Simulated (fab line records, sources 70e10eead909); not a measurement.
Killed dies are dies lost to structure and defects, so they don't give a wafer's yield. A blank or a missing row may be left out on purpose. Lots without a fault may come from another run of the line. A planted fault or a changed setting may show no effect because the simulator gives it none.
One fault seen from 2 desks | flow nand_harc | each desk has only its own numbers; what lay behind them comes last

THE METROLOGY DESK
What the gauges read, lot by lot, whatever tool the lot ran on: means of the sampled wafers that have a number. A lot is out of limits, marked OUT, if its mean lies more than 4 standard deviations from the usual mean; the brackets give that distance.
Columns: A = overlay_x_nm at NHARC_A_M1_OVL_MEAS_10, usual -0.1 nm; B = overlay_y_nm at NHARC_A_M1_OVL_MEAS_10, usual 0.1 nm; C = cd_nm at NHARC_A_BONDPAD_CD_MEAS_13, usual 499.0 nm
lot  | first seen here | A    | B    | C
L368 | day 17 21:53    | -0.7 | 0.4  | 498.5
L372 | day 18 01:10    | -0.0 | -0.7 | 495.6
L371 | day 18 02:35    | -0.6 | 0.1  | 500.2
L373 | day 18 19:44    | 1.6  | 0.1  | 497.0
L374 | day 19 08:16    | 0.5  | -0.6 | 499.0
L377 | day 19 13:28    | -0.6 | 0.1  | 497.5
L375 | day 19 18:08    | -0.8 | -0.7 | 498.0
L384 | day 21 15:17    | -1.5 | -0.3 | 499.4
L385 | day 21 17:53    | -1.1 | 1.3  | 499.0
L386 | day 22 01:33    | -0.1 | 0.6  | 498.1
L391 | day 22 15:35    | -1.7 | 0.2  | 501.5
This desk's finding: nothing out of limits on any of the 11 lots.

THE TOOL OWNER'S DESK: rie_diel-07
The tool's own readings at NHARC_A_BONDPAD_ETCH_34 (etches the open film in N2/H2, target depth 60 nm, overetch 18 nm, time 65.91 s): means of the sampled wafers that have a number, for each lot that ran on this tool. A lot is out of limits, marked OUT, if its mean lies more than 4 standard deviations from the usual mean; the brackets give that distance. Of its 8 readings 7 are shown: the one that was out of limits first, and those that lie furthest out on some lot.
Columns: A = chamber_pressure_mTorr at NHARC_A_BONDPAD_ETCH_34, usual 29.998 mTorr; B = drypump_motor_current_A at NHARC_A_BONDPAD_ETCH_34, usual 5.63 A; C = oes_product_au at NHARC_A_BONDPAD_ETCH_34, usual 1.000 a.u.; D = rf_fwd_power_W at NHARC_A_BONDPAD_ETCH_34, usual 397.3 W; E = rf_vpp_V at NHARC_A_BONDPAD_ETCH_34, usual 431.9 V; F = showerhead_plenum_p_Torr at NHARC_A_BONDPAD_ETCH_34, usual 2.09 Torr; G = throttle_valve_pct at NHARC_A_BONDPAD_ETCH_34, usual 14.173 %
lot  | first seen here | A      | B    | C                | D     | E     | F    | G
L374 | day 19 13:22    | 29.988 | 5.75 | 1.000            | 398.3 | 430.1 | 2.01 | 14.169
L377 | day 19 18:29    | 30.027 | 5.84 | 0.998            | 397.6 | 430.5 | 2.02 | 14.174
L375 | day 19 23:31    | 30.021 | 5.76 | 0.957 (-6.1) OUT | 397.8 | 429.1 | 1.97 | 14.183
This desk's finding: out of limits on L375; first on L375, day 19 23:31 (oes_product_au at NHARC_A_BONDPAD_ETCH_34). In limits: L374, L377.

PUT TOGETHER
The tool owner's desk could have raised an alarm at day 19 23:31, on L375.
The metrology desk saw nothing out of limits.
The metrology desk has L375 on record, within its limits.
Of the lots named, all ran NHARC_A_BONDPAD_ETCH_34 on rie_diel-07.

WHAT THE SIMULATOR HAD PUT IN
Process parameter drift: rie_diel-07, from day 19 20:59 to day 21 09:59, at NHARC_A_BONDPAD_ETCH_34. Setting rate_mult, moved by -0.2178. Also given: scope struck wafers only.
Lots struck among those shown: L375.
Hours from the fault's start to each desk's first reading out of limits: the tool owner's desk, 3.
